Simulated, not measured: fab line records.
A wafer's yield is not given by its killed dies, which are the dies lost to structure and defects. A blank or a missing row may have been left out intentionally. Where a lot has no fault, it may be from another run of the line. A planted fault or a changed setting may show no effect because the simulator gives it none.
Matching of chambers ; flow n5-finfet ; N5_BEOL_M8_STRIP_19 on rie-diel-04: 4 sister chambers
The step strips in O2. 4 wafers are shown with their chamber, then 9 later ones without.

EACH WAFER AND ITS CHAMBER
wafer;chamber;showerhead-plenum-p-Torr (Torr)
L090.1;0;2.09
L092.1;1;2.12
L092.2;2;2.06
L092.5;3;2.16

WAFERS MISSING THEIR CHAMBER
wafer;showerhead-plenum-p-Torr (Torr)
L093.2;2.06
L093.4;2.16
L093.6;2.06
L096.1;2.11
L096.2;2.08
L096.3;2.06
L095.1;2.06
L095.3;2.15
L095.4;2.11

THE CHAMBER EACH PASSED THROUGH
wafer;from the rows above;in truth
L093.2;2;2
L093.4;3;3
L093.6;2;2
L096.1;can't be placed: 1 or 0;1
L096.2;can't be placed: 0 or 2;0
L096.3;2;2
L095.1;2;2
L095.3;3;3
L095.4;can't be placed: 1 or 0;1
Correct placement for 6 of the 9. Cannot be placed on the basis of these rows: 3; the candidates contain the true chamber in 3. Placed wrongly: 0.
How it was worked out, from the rows above alone: a wafer's distance from a chamber is the root of the sum, over the readings, of the square of ((its reading less the chamber's mean) divided by the reading's scatter). The wafer belongs to the nearest chamber; if the next one is less than 2 further off, it can't be placed. Each chamber's mean is taken over the wafers shown for it. The scatter: root of mean squared gap, hidden wafer to nearest shown wafer, with one shown wafer a chamber.
